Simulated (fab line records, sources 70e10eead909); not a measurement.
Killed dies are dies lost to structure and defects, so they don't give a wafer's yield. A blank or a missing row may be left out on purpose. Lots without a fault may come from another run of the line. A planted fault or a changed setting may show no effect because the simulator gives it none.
Chamber matching | flow nand_harc | NHARC_A_DECK1_JOINT_DEP_16 on pecvd-03: 3 sister chambers
The step deposits SiO2, target thk 45 nm. 14 wafers are shown with their chamber, then 7 later ones without.

WAFERS WITH THEIR CHAMBER
wafer  | chamber | throttle_valve_pct (%) | heater_power_w (W)
L966.2 | 2       | 15.8                   | 549
L966.3 | 1       | 16.4                   | 605
L966.4 | 1       | 16.6                   | 589
L968.1 | 0       | 16.0                   | 587
L968.3 | 1       | 16.7                   | 655
L968.4 | 0       | 16.0                   | 595
L969.1 | 0       | 15.8                   | 565
L969.2 | 2       | 16.1                   | 668
L969.4 | 2       | 15.8                   | 657
L971.2 | 1       | 16.8                   | 645
L971.3 | 0       | 16.0                   | 623
L971.5 | 2       | 15.8                   | 648
L978.4 | 2       | 15.7                   | 659
L978.5 | 1       | 16.4                   | 635

SIGNATURES (means of the wafers above)
reading            | chamber 0 | chamber 1 | chamber 2 | scatter within a chamber
throttle_valve_pct | 15.950    | 16.580    | 15.840    | 0.151
heater_power_w     | 592.50    | 625.80    | 636.20    | 36.3
Rule: a wafer's distance from a chamber is the root of the sum, over the readings, of the square of ((its reading less the chamber's mean) divided by the reading's scatter). The wafer belongs to the nearest chamber; if the next one is less than 2 further off, it can't be placed. The scatter: the root of (the sum of the squares of (reading less its chamber's mean) over the shown wafers, divided by (wafers less chambers)).

WAFERS WITHOUT THEIR CHAMBER
wafer  | throttle_valve_pct (%) | heater_power_w (W)
L978.6 | 15.7                   | 553
L980.1 | 15.7                   | 555
L980.5 | 16.9                   | 632
L980.6 | 15.9                   | 561
L981.2 | 15.9                   | 671
L981.5 | 15.6                   | 578
L981.6 | 16.6                   | 512

WHICH CHAMBER EACH WENT THROUGH
wafer  | from the rows above     | in truth
L978.6 | can't be placed: 0 or 2 | 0
L980.1 | can't be placed: 0 or 2 | 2
L980.5 | 1                       | 1
L980.6 | can't be placed: 0 or 2 | 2
L981.2 | can't be placed: 2 or 0 | 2
L981.5 | can't be placed: 2 or 0 | 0
L981.6 | can't be placed: 1 or 0 | 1
Placed correctly: 1 of 7. Can't be placed from these rows: 6 (the true chamber is among the candidates in 6). Placed wrongly: 0.
